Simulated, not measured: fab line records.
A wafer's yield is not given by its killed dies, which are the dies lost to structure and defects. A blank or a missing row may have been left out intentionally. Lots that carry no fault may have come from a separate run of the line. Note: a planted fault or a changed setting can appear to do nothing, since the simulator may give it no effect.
Problem report in the 8D (eight disciplines) form, filled by code ; flow nand-harc ; the parts of the form that need people (team, actions taken, sign-off) are left out

## 1. WHAT IS WRONG
cd-nm at NHARC_A_M0_CD_MEAS_09 reads a mean of 85.3 nm on 1 wafer of 1 lot; wafers without a fault read 80.3 nm with a standard deviation of 0.67. Measured from the usual mean, that is +7.5 standard deviations.
The step: target cd 80 nm.
First seen on wafer L452.2, day 20 21:42, on cd-sem-01. The record has a number at this step for 30 wafers belonging to 10 lots. By rule, "out" or "out of limits" means more than 4 standard deviations away from the usual mean. The other wafers with a number count as sound.

## 2. WHAT IT IS AND WHAT IT IS NOT
question;is;is not
which readings at this step;cd-nm;-
which lots;L452;L439, L440, L441, L442, L443, L444, L445, L457, L459
which wafers of those lots;L452.2;L452.1, L452.4
read on which gauges;cd-sem-01;cd-sem-02, cd-sem-03
when;from day 20 21:42;"up to then (23 sound wafers); but 6 sound wafers of L457, L459 came after"

## 3. THE SUSPECTS, EACH WITH WHAT RULES IT OUT
Counting: a tool at a process step up to the reading stays a suspect if it ran every lot that is out. Sound lots after the first of them don't rule it out here, since some wafers of a struck lot are sound.
- the gauge at NHARC_A_M0_CD_MEAS_09: kept. All the wafers that are out were read on cd-sem-01, and no step on other tools shows them out.
- ald-metal-01 at NHARC_A_BLC_ALD_23 (deposits TiN, target thk 3 nm, pulse time 1 s, ald cycles 150): kept. L452, the lot that is out, went through it at day 20 17:40; up to then, the latest sound lot through it was L443 at day 18 07:39.
- litho-track-04 at NHARC_A_M0_PEB_07 (peb time 65 s): kept. L452, the lot that is out, went through it at day 20 21:37; up to then, the latest sound lot through it was L443 at day 18 12:59.
- In ald-metal-01 at NHARC_A_BLC_ALD_23, the wafers that are out were processed in chamber 2 and their sound lot-mates in chambers 1, 3.
The count leaves ald-metal-01 at NHARC_A_BLC_ALD_23, litho-track-04 at NHARC_A_M0_PEB_07, and cd-sem-01 at NHARC_A_M0_CD_MEAS_09.

## 4. THE CAUSE (what the simulator had put in)
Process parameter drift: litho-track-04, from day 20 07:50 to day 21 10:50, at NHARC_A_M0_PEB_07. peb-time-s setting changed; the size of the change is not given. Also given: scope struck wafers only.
Counting leaves 3 suspects; this tool is one of them.

## 5. THE EFFECT CHAIN, in route order
Each row: a reading where the mean over the struck wafers with a number is more than 3 standard deviations away from the usual. Only readings for which the record gives a usual standard deviation are gone through. hours: the time from each lot's start at the first step in this table that gives one to its start at this step, as a median over the lots. sigmas: the change in usual standard deviations.
hours;step;reading;usual;on struck wafers;change;sigmas
0;NHARC_A_M0_CD_MEAS_09;cd-nm;80.3 nm;85.3;+5.0;+7.5

## 6. HOW IT WOULD HAVE BEEN CAUGHT EARLIER
Counted from the fault's start at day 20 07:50, it took 14 hours until the first out-of-limits reading at a measuring or inspecting step in this record, taken at day 20 21:42.
Each of the lots that are out, 1 in all, had begun NHARC_A_M0_PEB_07 on litho-track-04 no later than day 20 21:42. Had the tool been put on hold then, not one of them would have been saved.
